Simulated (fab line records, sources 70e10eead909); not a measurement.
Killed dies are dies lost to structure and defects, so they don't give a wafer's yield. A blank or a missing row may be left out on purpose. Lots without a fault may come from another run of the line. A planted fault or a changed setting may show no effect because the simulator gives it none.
A struck lot beside a sound one | flow nand_harc | 21 steps out of a route of 1302
Sound: wafers L915.3, L915.5, L915.6. Struck: wafers L924.1, L924.4, L924.6. The cause comes at the end.
At each step with rows: each side's tool, then ch and its chambers, then its first start. Under that, the readings that differ: sound wafers | struck wafers | difference of the means | sigmas: that difference in standard deviations of wafers without a fault.
alike: readings whose means differ by less than 2 such deviations, and words and numbers that are the same on both sides. not compared: withheld readings, readings that some wafer has no value for, bounds like >300 that may hide the same value, and numbers for which the record gives no deviation and whose values overlap.
The two part at a step that has a row with sigmas, a row that says differs or no value, or rows on one side only. Numbers that don't overlap but have no deviation are shown without sigmas and don't part them. A reading that every wafer of one side lacks parts them only if that side has two wafers or more.

first, 4 steps without rows for these wafers: NHARC_P_GATE_PRECLEAN_71 (cleans in SC1); NHARC_P_GATE_SRD_72; NHARC_P_GATE_OXIDE_16 (material SiO2, target thk 3 nm, ox time 392 s); NHARC_P_GATE_CVD_17 (deposits poly-Si, target thk 150 nm, time 900 s).
NHARC_P_GATE_HM_DEP_102: deposits aC, target thk 120 nm.
  sound on acl_dep-01 ch 0, day 9 21:04; struck on acl_dep-03 ch 0, day 13 08:45
  alike: throttle_valve_pct
NHARC_P_GATE_DEP_103: deposits SiON, target thk 30 nm.
  sound on pecvd-03 ch 1,2, day 9 21:34; struck on pecvd-04 ch 0,1, day 13 09:24
  alike: heater_power_w
then, 6 steps without rows for these wafers: NHARC_P_GATE_DEHYDRATE_18 (time 120 s); NHARC_P_GATE_HMDS_19 (time 30 s); NHARC_P_GATE_COAT_20 (resist thk 90 nm); NHARC_P_GATE_SOFTBAKE_21 (time 55 s); NHARC_P_GATE_EBR_22; NHARC_P_GATE_EXPOSE_23 (exposes mask P GATE, target cd 120 nm).
NHARC_P_GATE_PEB_24: peb time 65 s.
  sound on litho_track-04 ch 0, day 9 21:59; struck on litho_track-04 ch 0, day 13 09:52
then, 1 step without rows for these wafers: NHARC_P_GATE_DEVELOP_25 (develop time 35 s).
NHARC_P_GATE_CD_MEAS_26: target cd 120 nm.
  sound on cd_sem-02 ch 0, day 9 22:04; struck on cd_sem-03 ch 0, day 13 09:57
  reading    | sound             | struck            | difference | sigmas
  cd_nm (nm) | 120.2 120.1 120.2 | 118.6 117.7 117.8 | -2.1       | -4
NHARC_P_GATE_OVL_MEAS_27:
  sound on overlay-01, day 9 22:09; struck on overlay-01, day 13 10:02
  alike: overlay_x_nm, overlay_y_nm
NHARC_P_GATE_INSPECT_28:
  sound on defect_inspect-02, day 9 22:11; struck on defect_inspect-02, day 13 10:05
  alike: raw_defect_count
NHARC_P_GATE_DESCUM_31: chemistry O2, time 3 s.
  sound on rie_diel-04 ch 0,1,3, day 9 22:16; struck on rie_diel-13 ch 2,3, day 13 10:08
  reading                 | sound             | struck            | difference | sigmas
  model.P_GATE.cd_nm (nm) | 120.3 120.4 120.4 | 117.8 117.8 117.6 | -2.6       |
  alike: chamber_pressure_mTorr, drypump_motor_current_A, oes_product_au, rf_vpp_V, showerhead_plenum_p_Torr, throttle_valve_pct
  not compared: rf_hours_counter_h
NHARC_P_GATE_ETCH_104: etches the open film in CF4/CHF3, target depth 60 nm.
  sound on rie_diel-04 ch 0,3, day 9 22:20; struck on rie_diel-13 ch 0,1,3, day 13 10:14
  reading                         | sound             | struck            | difference | sigmas
  showerhead_plenum_p_Torr (Torr) | 1.63 1.56 1.63    | 1.51 1.49 1.51    | -0.10      | -3
  model.P_GATE.cd_nm (nm)         | 120.6 120.6 120.7 | 117.9 118.5 117.8 | -2.6       |
  alike: bias_w, chamber_pressure_mTorr, drypump_motor_current_A, oes_product_au, rf_vpp_V, throttle_valve_pct
NHARC_P_GATE_HM_OPEN_105: chemistry O2/COS, target depth 360 nm.
  sound on rie_diel-04 ch 0,2,3; struck on rie_diel-13 ch 0,1,3
  alike: bias_w, chamber_pressure_mTorr, drypump_motor_current_A, mfc_ar_sccm, oes_product_au, rf_vpp_V, showerhead_plenum_p_Torr, throttle_valve_pct
  not compared: rf_hours_counter_h
NHARC_END_SORT_01:
  the record has rows for the sound wafers here (prober-02 ch 0, day 29 15:47) and none for the struck ones

WHERE THEY PART
First at NHARC_P_GATE_CD_MEAS_26; last, within this record, at NHARC_END_SORT_01.

WHY: what the simulator had put in
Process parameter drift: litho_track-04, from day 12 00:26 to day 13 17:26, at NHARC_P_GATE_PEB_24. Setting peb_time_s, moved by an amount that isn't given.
